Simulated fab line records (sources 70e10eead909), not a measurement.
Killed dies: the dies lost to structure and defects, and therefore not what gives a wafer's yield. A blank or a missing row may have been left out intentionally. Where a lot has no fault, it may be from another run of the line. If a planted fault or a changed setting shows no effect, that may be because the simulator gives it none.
Struck lot and sound lot, side by side | flow nand harc | 15 steps out of a route of 1302
Sound: wafers L384.1, L384.2, L384.5. The struck wafers were L394.2, L394.5, L394.6. The cause comes at the end.
Each step with rows lists, per side, the tool, then ch with its chambers, then its first start. Under that, the readings that differ: sound wafers | struck wafers | difference of the means | sigmas: that difference in standard deviations of wafers without a fault.
alike: words and numbers the same on both sides, and readings whose means are apart by under 2 such deviations; not compared: readings that were withheld, readings missing a value for some wafer, numbers with overlapping values and no deviation given by the record, and bounds like >300 which may hide the same value.
A row with sigmas, a row that says differs or no value, or rows on one side alone: a step with any of these is where the two part. Non-overlapping numbers with no deviation appear without sigmas and do not part them. A reading missing from all wafers of one side parts the sides only when that side holds two or more wafers.

first, 5 steps without rows for these wafers: NHARC_P_GATE_SOFTBAKE_86 (time 95 s); NHARC_P_GATE_EBR_87; NHARC_P_GATE_EXPOSE_88 (exposes mask P HVN, target cd 2000 nm); NHARC_P_GATE_PEB_89 (peb time 85 s); NHARC_P_GATE_DEVELOP_90 (time 70 s).
NHARC_P_GATE_CD_MEAS_91: target cd 2000 nm.
  sound on cd sem-01 ch 0, day 8 15:38; struck on cd sem-03 ch 0, day 12 11:58
  alike: cd nm
then, 1 step without rows for these wafers: NHARC_P_GATE_HARDBAKE_92 (time 80 s).
NHARC_P_GATE_DESCUM_93: chemistry O2, time 3 s.
  sound on rie diel-09 ch 0,2,3, day 8 15:49; struck on rie diel-05 ch 1,2, day 12 12:07
  reading                         | sound          | struck         | difference | sigmas
  showerhead plenum p Torr (Torr) | 1.82 1.78 1.82 | 2.01 1.98 2.01 | +0.19      | +2
  alike: chamber pressure mTorr, drypump motor current A, oes product au, rf vpp V, throttle valve pct
  not compared: rf hours counter h
next, for these wafers, 1 step has no rows: NHARC_P_GATE_IMPLANT_94.
NHARC_P_GATE_STRIP_113: strips in N2/H2, time 740 s.
  sound on plasma asher-01 ch 0,1, day 8 16:10; struck on plasma asher-02 ch 0,1, day 12 12:37
  alike: drypump motor current A, heater power w
  not compared: rf hours counter h
NHARC_P_GATE_STRIP_95: strips in O2.
  sound on plasma asher-01 ch 0,1, day 8 16:53; struck on plasma asher-02 ch 0,1, day 12 13:13
  alike: drypump motor current A, heater power w
  not compared: rf hours counter h
then, 1 step without rows for these wafers: NHARC_P_GATE_STRIP_96 (strips in SPM, time 900 s).
NHARC_P_GATE_RTA_64: time 1 s.
  struck on rtp anneal-01, day 12 13:47; sound on rtp anneal-02 ch 0, day 8 17:27
  no value came back on the struck wafers for anneal temp c max, lamp power pct (%), lamp_zone_3_pct (%), wafer_temp_C_max; on the sound wafers anneal temp c max reads 1056.2 1055.6 1056.0
then, 1 step without rows for these wafers: NHARC_P_GATE_ETCH_77 (etches SiO2 in dHF, target depth 6 nm).
-- the record jumps here: 18 days lie between the struck wafers' starts before and after (it left off in module P_GATE and takes up again in module END, whose first step shown is number 1302 of the route) --
NHARC_END_SORT_01:
  the record has rows for the struck wafers here (prober-01 ch 0, day 30 18:52) and none for the sound ones

== WHERE THEY PART ==
Earliest at NHARC_P_GATE_DESCUM_93; latest, in this record, at NHARC_END_SORT_01.

WHY: what the simulator had put in
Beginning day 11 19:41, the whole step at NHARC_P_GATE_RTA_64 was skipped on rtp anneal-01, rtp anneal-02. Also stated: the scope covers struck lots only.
